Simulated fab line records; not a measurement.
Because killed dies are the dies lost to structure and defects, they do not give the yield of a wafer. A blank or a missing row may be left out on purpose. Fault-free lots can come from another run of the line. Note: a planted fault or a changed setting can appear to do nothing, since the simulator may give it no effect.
Which tool did it?	flow n5_finfet	12 lots, 36 wafers sampled, at 5 steps of a route of 1938

## WHAT THE GAUGES SHOWED, per wafer
N5_FIN_CUT_CD_MEAS_08: target cd 29.1 nm.
lot	measured	on	cd_nm (nm)
L075	day 2 08:45	cd_sem-01	28.93 29.28 28.63
L077	day 2 21:23	cd_sem-01	29.08 29.16 29.30
L079	day 3 09:59	cd_sem-02	28.94 28.78 28.92
L081	day 3 21:33	cd_sem-03	28.73 29.42 28.98
L083	day 4 09:39	cd_sem-02	28.82 29.20 28.86
L085	day 4 23:05	cd_sem-01	29.42 28.69 29.08
L087	day 5 09:09	cd_sem-03	28.64 28.87 28.60
L089	day 5 22:06	cd_sem-01	29.17 29.13 28.82
L091	day 6 09:27	cd_sem-03	29.32 29.12 29.23
L093	day 6 22:50	cd_sem-02	28.97 29.27 29.25
L095	day 7 09:02	cd_sem-01	28.87 29.05 29.20
L097	day 7 22:19	cd_sem-03	28.70 28.62 28.40

## WHAT TOOL EACH LOT RAN ON (gives the tool, then ch and the chambers of the sampled wafers, and finally the start)
lot	N5_ZERO_LAYER_ETCH_17	N5_FIN_SAQP_ALD_61	N5_FIN_SAQP_HM_DEP_03	N5_FIN_SAQP_SPACER1_ETCHBACK_25
L075	rie_diel-06 ch 1,2, day 1 18:43	ald_sin-04 ch 0,1,3, day 2 02:45	pecvd-01 ch 0,1, day 2 03:11	rie_diel-03 ch 1,2,3, day 2 05:58
L077	rie_diel-06 ch 0,2,3, day 2 08:10	ald_sin-04 ch 0,2,3, day 2 15:26	pecvd-04 ch 0,2, day 2 15:51	rie_diel-02 ch 1,2,3, day 2 18:34
L079	rie_diel-01 ch 1,2,3, day 2 18:50	ald_sin-04 ch 0,2,3, day 3 03:13	pecvd-01 ch 0,1, day 3 03:39	rie_diel-02 ch 0,2,3, day 3 07:06
L081	rie_diel-06 ch 0,2,3, day 3 06:53	ald_sin-03 ch 0,2,3, day 3 15:11	pecvd-04 ch 1,2, day 3 15:36	rie_diel-03 ch 1,2,3, day 3 18:45
L083	rie_diel-01 ch 0,2, day 3 18:52	ald_sin-01 ch 1,2, day 4 03:46	pecvd-04 ch 0,1, day 4 04:10	rie_diel-02 ch 0,1,2, day 4 06:51
L085	rie_diel-05 ch 0,1,2, day 4 06:43	ald_sin-03 ch 0,2,3, day 4 14:30	pecvd-04 ch 1,2, day 4 14:55	rie_diel-02 ch 1,2,3, day 4 17:41
L087	rie_diel-01 ch 1,2, day 4 18:43	ald_sin-01 ch 0,1, day 5 02:56	pecvd-01 ch 0,1, day 5 03:22	rie_diel-02 ch 0,3, day 5 06:09
L089	rie_diel-01 ch 1,2, day 5 06:50	ald_sin-04 ch 1,3, day 5 14:38	pecvd-03 ch 1,2, day 5 15:04	rie_diel-04 ch 1,2,3, day 5 18:18
L091	rie_diel-01 ch 0,1, day 5 18:45	ald_sin-01 ch 0,2,3, day 6 03:01	pecvd-03 ch 0,1,2, day 6 03:59	rie_diel-02 ch 1,2, day 6 06:41
L093	rie_diel-01 ch 0,3, day 6 06:49	ald_sin-04 ch 0,1,2, day 6 14:42	pecvd-04 ch 0,1, day 6 15:07	rie_diel-02 ch 0,1,3, day 6 19:42
L095	rie_diel-01 ch 0,3, day 6 18:43	ald_sin-04 ch 0,3, day 7 02:07	pecvd-04 ch 0,1,2, day 7 02:32	rie_diel-02 ch 1,2, day 7 05:26
L097	rie_diel-06 ch 0,2, day 7 06:43	ald_sin-04 ch 1,2,3, day 7 15:02	pecvd-04 ch 0,2, day 7 15:27	rie_diel-04 ch 0,3, day 7 19:13
- N5_ZERO_LAYER_ETCH_17: etches SiO2 in CF4, target depth 12 nm, time 13.3 s.
- N5_FIN_SAQP_ALD_61: deposits SiO2, target thk 4 nm, pulse time 1 s, purge time 2 s.
- N5_FIN_SAQP_HM_DEP_03: deposits SiNx from SiH4/NH3/N2, target thk 38 nm, time 33.6 s.
- N5_FIN_SAQP_SPACER1_ETCHBACK_25: etches SiO2 in CHF3/O2, target depth 24.4 nm, time 12.2 s.

## THE ANSWER, worked out from the rows above alone
Rule: the usual values come from the lots themselves. The widest of any qualifying gaps counts: lots, ordered by their means at a reading, are off when they make up no more than a third of the lots, leave a main group of 4 or more, and stand apart from it by 3 or more times the standard deviation of that group's means. If all means in a main group match to the digits the tables above print for the reading, that group is not used. A lot without any number at a reading at which 4 lots or more have one is off too. Where the step has rows for the other lots, those lots are counted as sound.
None of the lots is off at any reading shown; this tells nothing.

## WHAT WAS PUT IN BY THE SIMULATOR
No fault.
